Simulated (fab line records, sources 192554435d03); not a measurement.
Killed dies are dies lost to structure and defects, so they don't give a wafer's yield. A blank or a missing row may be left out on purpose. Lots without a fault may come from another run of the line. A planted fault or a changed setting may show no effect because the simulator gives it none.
Chamber matching | flow n5_finfet | N5_GATE_CUT_CMP_43 on cmp-03: 4 sister chambers
The step polishes SiO2. 8 wafers are shown with their chamber, then 9 later ones without.

WAFERS WITH THEIR CHAMBER
wafer  | chamber | motor_current_A (A) | slurry_filter_dp_kPa (kPa)
L079.3 | 0       | 10.8                | 13.36
L079.5 | 0       | 10.8                | 13.58
L082.2 | 1       | 13.8                | 13.38
L082.4 | 3       | 14.4                | 13.50
L082.5 | 2       | 12.2                | 13.62
L083.1 | 3       | 14.2                | 13.57
L083.2 | 2       | 12.3                | 13.91
L083.4 | 1       | 12.8                | 13.50

WAFERS WITHOUT THEIR CHAMBER
wafer  | motor_current_A (A) | slurry_filter_dp_kPa (kPa)
L089.1 | 13.7                | 13.48
L089.3 | 10.6                | 13.47
L089.6 | 11.2                | 13.78
L092.1 | 15.1                | 13.23
L092.4 | 12.9                | 13.58
L092.5 | 14.6                | 13.63
L096.1 | 13.2                | 13.37
L096.4 | 11.2                | 13.53
L096.5 | 12.8                | 13.33

WHICH CHAMBER EACH WENT THROUGH
wafer  | from the rows above     | in truth
L089.1 | can't be placed: 1 or 3 | 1
L089.3 | 0                       | 0
L089.6 | can't be placed: 0 or 2 | 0
L092.1 | 3                       | 3
L092.4 | can't be placed: 1 or 2 | 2
L092.5 | 3                       | 3
L096.1 | 1                       | 1
L096.4 | 0                       | 0
L096.5 | can't be placed: 1 or 2 | 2
Placed correctly: 5 of 9. Can't be placed from these rows: 4 (the true chamber is among the candidates in 4). Placed wrongly: 0.
How it was worked out, from the rows above alone: a wafer's distance from a chamber is the root of the sum, over the readings, of the square of ((its reading less the chamber's mean) divided by the reading's scatter). The wafer belongs to the nearest chamber; if the next one is less than 2 further off, it can't be placed. A chamber's mean is the mean of its shown wafers. The scatter: the root of (the sum of the squares of (reading less its chamber's mean) over the shown wafers, divided by (wafers less chambers)).
